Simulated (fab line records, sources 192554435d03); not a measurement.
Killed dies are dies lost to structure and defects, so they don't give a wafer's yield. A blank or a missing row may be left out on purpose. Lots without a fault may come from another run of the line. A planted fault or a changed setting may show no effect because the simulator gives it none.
Chamber matching | flow n5_finfet | N5_BEOL_M5_ILD_DEP_00 on pecvd-04: 3 sister chambers
The step deposits SiCOH lowk from DEMS/porogen, target thk 140.64 nm, time 25.9 s. 6 wafers are shown with their chamber, then 7 later ones without.

WAFERS WITH THEIR CHAMBER
wafer  | chamber | heater_power_w (W) | heater_power_outer_w (W)
L082.5 | 1       | 391                | 200
L082.6 | 2       | 292                | 131
L085.4 | 1       | 404                | 209
L085.6 | 0       | 259                | 114
L092.2 | 2       | 291                | 133
L092.3 | 0       | 263                | 121

WAFERS WITHOUT THEIR CHAMBER
wafer  | heater_power_w (W) | heater_power_outer_w (W)
L092.4 | 270                | 122
L087.3 | 271                | 127
L087.4 | 278                | 135
L087.6 | 342                | 159
L091.1 | 278                | 129
L091.3 | 309                | 156
L091.4 | 291                | 132

WHICH CHAMBER EACH WENT THROUGH
wafer  | from the rows above     | in truth
L092.4 | 0                       | 0
L087.3 | can't be placed: 0 or 2 | 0
L087.4 | 2                       | 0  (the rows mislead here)
L087.6 | 2                       | 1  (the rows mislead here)
L091.1 | can't be placed: 2 or 0 | 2
L091.3 | 2                       | 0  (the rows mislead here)
L091.4 | 2                       | 2
Placed correctly: 2 of 7. Can't be placed from these rows: 2 (the true chamber is among the candidates in 2). Placed wrongly: 3.
How it was worked out, from the rows above alone: a wafer's distance from a chamber is the root of the sum, over the readings, of the square of ((its reading less the chamber's mean) divided by the reading's scatter). The wafer belongs to the nearest chamber; if the next one is less than 2 further off, it can't be placed. A chamber's mean is the mean of its shown wafers. The scatter: the root of (the sum of the squares of (reading less its chamber's mean) over the shown wafers, divided by (wafers less chambers)).
